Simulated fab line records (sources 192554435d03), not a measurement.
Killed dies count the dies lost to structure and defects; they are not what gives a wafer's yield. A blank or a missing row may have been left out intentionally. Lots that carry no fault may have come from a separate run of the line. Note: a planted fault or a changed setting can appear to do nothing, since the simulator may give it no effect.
Chamber matching | flow n5_finfet | rie_diel-02 running N5_BEOL_M4_ETCH_74: 4 sister chambers
The step etches underlayer in N2/H2, target depth 6.5 nm, time 5.2 s. 8 wafers are shown with their chamber, then 8 later ones without.

## WAFERS, EACH WITH ITS CHAMBER
wafer  | chamber | drypump_motor_current_A (A) | showerhead_plenum_p_Torr (Torr)
L084.1 | 1       | 6.2                         | 2.69
L085.1 | 3       | 5.3                         | 2.57
L085.5 | 2       | 5.7                         | 2.58
L087.2 | 1       | 6.2                         | 2.68
L089.2 | 3       | 5.2                         | 2.57
L089.4 | 2       | 5.7                         | 2.58
L089.5 | 0       | 6.5                         | 2.57
L093.2 | 0       | 6.5                         | 2.56

## WAFERS WITHOUT THEIR CHAMBER
wafer  | drypump_motor_current_A (A) | showerhead_plenum_p_Torr (Torr)
L093.3 | 5.7                         | 2.58
L093.4 | 5.2                         | 2.56
L094.3 | 5.7                         | 2.58
L094.4 | 5.2                         | 2.56
L094.6 | 5.7                         | 2.57
L097.1 | 6.1                         | 2.67
L097.4 | 5.7                         | 2.57
L097.6 | 5.2                         | 2.56

## THE CHAMBER EACH PASSED THROUGH
wafer  | from the rows above | in truth
L093.3 | 2                   | 2
L093.4 | 3                   | 3
L094.3 | 2                   | 2
L094.4 | 3                   | 3
L094.6 | 2                   | 2
L097.1 | 1                   | 1
L097.4 | 2                   | 2
L097.6 | 3                   | 3
Placed correctly: 8 of 8. Can't be placed from these rows: 0. Wrongly placed: 0.
How it was worked out, from the rows above alone: a wafer's distance from a chamber is the root of the sum, over the readings, of the square of ((its reading less the chamber's mean) divided by the reading's scatter). The wafer belongs to the nearest chamber; if the next one is less than 2 further off, it can't be placed. A chamber's mean is the mean of its shown wafers. How the scatter is found: for the shown wafers, subtract from each reading the mean of its chamber, square and add these, divide the total by (wafers less chambers), then take the root.
